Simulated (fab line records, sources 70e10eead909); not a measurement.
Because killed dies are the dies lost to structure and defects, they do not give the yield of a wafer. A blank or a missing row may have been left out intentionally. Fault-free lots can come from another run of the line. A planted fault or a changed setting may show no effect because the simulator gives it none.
Chamber matching -- flow nand harc -- 3 sister chambers for NHARC_P_M2_DEP_33 on pecvd-03
The step deposits SiCN, target thk 30 nm. 14 wafers are shown with their chamber, then 7 later ones without.

EACH WAFER AND ITS CHAMBER
wafer,chamber,heater power w (W),heater power outer w (W),susceptor temp C (C)
L077.1,2,568,308,370.03
L077.3,0,543,276,370.08
L077.4,2,438,230,370.05
L079.1,2,570,317,370.01
L079.5,1,719,379,369.84
L079.6,0,530,276,370.14
L078.4,2,494,273,369.89
L078.5,0,533,287,370.10
L078.6,1,628,318,369.61
L084.2,0,563,297,370.01
L084.3,2,559,322,369.51
L084.4,0,573,309,369.66
L087.1,1,703,367,369.92
L087.2,0,567,301,370.22

SIGNATURES (means of the wafers above)
reading,chamber 0,chamber 1,chamber 2,scatter within a chamber
heater power w,551.50,683.33,525.80,42.6
heater power outer w,291.00,354.67,290.00,28.6
susceptor temp C,370.0350,369.7900,369.8980,0.202
Rule: for a wafer and a chamber, the distance is found by dividing, reading by reading, the gap between the wafer's reading and the chamber's mean by the reading's scatter, squaring, summing and taking the root. If the next closest chamber is less than 2 further off than the closest, the wafer can't be placed; otherwise it belongs to the closest. The scatter is the square root of a quotient: the sum, over the shown wafers, of each reading's squared deviation from its chamber's mean, divided by wafers minus chambers.

WAFERS WITH NO CHAMBER GIVEN
wafer,heater power w (W),heater power outer w (W),susceptor temp C (C)
L087.4,553,309,369.85
L086.2,718,364,370.36
L086.5,520,294,369.90
L086.6,709,369,370.21
L096.1,524,284,370.28
L096.4,594,302,370.06
L096.6,679,382,369.83

THE CHAMBER EACH PASSED THROUGH
wafer,from the rows above,in truth
L087.4,can't be placed: 2 or 0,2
L086.2,can't be placed: 1 or 0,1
L086.5,can't be placed: 2 or 0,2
L086.6,1,1
L096.1,can't be placed: 0 or 2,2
L096.4,can't be placed: 0 or 2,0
L096.6,1,1
Correctly placed: 2 of 7. Can't be placed from these rows: 5 (the true chamber is among the candidates in 5). Number placed wrongly: 0.
